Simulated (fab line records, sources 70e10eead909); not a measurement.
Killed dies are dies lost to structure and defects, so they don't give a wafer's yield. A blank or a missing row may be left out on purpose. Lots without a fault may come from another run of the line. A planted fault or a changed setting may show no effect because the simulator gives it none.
A struck lot beside a sound one | flow nand_harc | 20 steps out of a route of 1302
Sound: wafers L982.1, L982.3, L982.6. Struck: wafers L992.1, L992.3, L992.4. The cause comes at the end.
At each step with rows: each side's tool, then ch and its chambers, then its first start. Under that, the readings that differ: sound wafers | struck wafers | difference of the means | sigmas: that difference in standard deviations of wafers without a fault.
alike: readings whose means differ by less than 2 such deviations, and words and numbers that are the same on both sides. not compared: withheld readings, readings that some wafer has no value for, bounds like >300 that may hide the same value, and numbers for which the record gives no deviation and whose values overlap.
The two part at a step that has a row with sigmas, a row that says differs or no value, or rows on one side only. Numbers that don't overlap but have no deviation are shown without sigmas and don't part them. A reading that every wafer of one side lacks parts them only if that side has two wafers or more.

NHARC_P_GATE_ALD_36: deposits SiNx, target thk 20 nm, pulse time 60 s, ald cycles 223.
  sound on ald_sin-02 ch 0,3, day 5 11:39; struck on ald_sin-02 ch 0,1,2, day 9 06:22
  alike: heater_power_w, precursor_pulse_height_rel
NHARC_P_GATE_ETCHBACK_37: etches the open film in CHF3/O2, target depth 34.5 nm, time 17.2 s.
  sound on rie_diel-13 ch 0,2; struck on rie_diel-13 ch 0,1
  reading               | sound          | struck         | difference | sigmas
  oes_product_au (a.u.) | 1.01 1.00 1.01 | 0.93 0.93 0.93 | -0.08      | -2
  alike: drypump_motor_current_A, rf_vpp_V, showerhead_plenum_p_Torr, throttle_valve_pct
  not compared: rf_hours_counter_h
NHARC_P_GATE_STRIP_101: strips in O2, time 20 s.
  sound on rie_diel-13 ch 0,1,3, day 5 21:14; struck on rie_diel-13 ch 0,1, day 9 16:02
  alike: drypump_motor_current_A, oes_product_au, rf_vpp_V, showerhead_plenum_p_Torr, throttle_valve_pct
  not compared: rf_hours_counter_h
then, 9 steps without rows for these wafers: NHARC_P_GATE_PRECLEAN_97 (cleans in SPM, time 600 s); NHARC_P_GATE_SRD_98; NHARC_P_GATE_PRECLEAN_99 (cleans in SC1); NHARC_P_GATE_SRD_100; NHARC_P_GATE_DEHYDRATE_38 (time 120 s); NHARC_P_GATE_HMDS_39 (time 30 s); NHARC_P_GATE_COAT_40; NHARC_P_GATE_SOFTBAKE_41 (time 95 s); NHARC_P_GATE_EBR_42.
NHARC_P_GATE_EXPOSE_43: exposes mask P NSD, target cd 720 nm.
  sound on krf_scanner-01 ch 0, day 5 21:59; struck on krf_scanner-01 ch 0, day 9 16:41
  reading | sound                   | struck                           | difference | sigmas
  mask    | P_NSD#0 P_NSD#0 P_NSD#0 | P_NSD_R1#0 P_NSD_R1#0 P_NSD_R1#0 | differs    |
then, 2 steps without rows for these wafers: NHARC_P_GATE_PEB_44 (peb time 85 s); NHARC_P_GATE_DEVELOP_45 (time 70 s).
NHARC_P_GATE_CD_MEAS_46: target cd 720 nm.
  sound on cd_sem-01 ch 0, day 5 22:09; struck on cd_sem-02 ch 0, day 9 16:50
  reading    | sound             | struck            | difference | sigmas
  cd_nm (nm) | 715.8 717.7 719.9 | 703.1 697.6 697.6 | -18.4      | -8
then, 1 step without rows for these wafers: NHARC_P_GATE_HARDBAKE_47 (time 80 s).
NHARC_P_GATE_DESCUM_48: chemistry O2, time 3 s.
  sound on rie_diel-01 ch 1,2, day 5 22:19; struck on rie_diel-10 ch 0,2, day 9 17:00
  reading                 | sound             | struck            | difference | sigmas
  model.P_GATE.cd_nm (nm) | 716.4 717.8 719.9 | 702.3 699.2 698.8 | -17.9      |
  alike: drypump_motor_current_A, oes_product_au, rf_vpp_V, showerhead_plenum_p_Torr, throttle_valve_pct
  not compared: rf_hours_counter_h
then, 1 step without rows for these wafers: NHARC_P_GATE_IMPLANT_49.
-- the record jumps here: 19 days lie between the struck wafers' starts before and after (it left off in module P_GATE and takes up again in module END, whose first step shown is number 1302 of the route) --
NHARC_END_SORT_01:
  sound on prober-01 ch 0, day 24 14:37; struck on prober-02 ch 0, day 28 11:35
  reading         | sound    | struck   | difference | sigmas
  killed_at_array | 48 45 42 | 90 74 68 | +32        | +2
  killed_dies     | 58 52 48 | 99 83 87 | +37        | +2
  alike: killed_at_other, killed_at_periphery, killed_open, killed_short

WHERE THEY PART
First at NHARC_P_GATE_ETCHBACK_37; last, within this record, at NHARC_END_SORT_01.

WHY: what the simulator had put in
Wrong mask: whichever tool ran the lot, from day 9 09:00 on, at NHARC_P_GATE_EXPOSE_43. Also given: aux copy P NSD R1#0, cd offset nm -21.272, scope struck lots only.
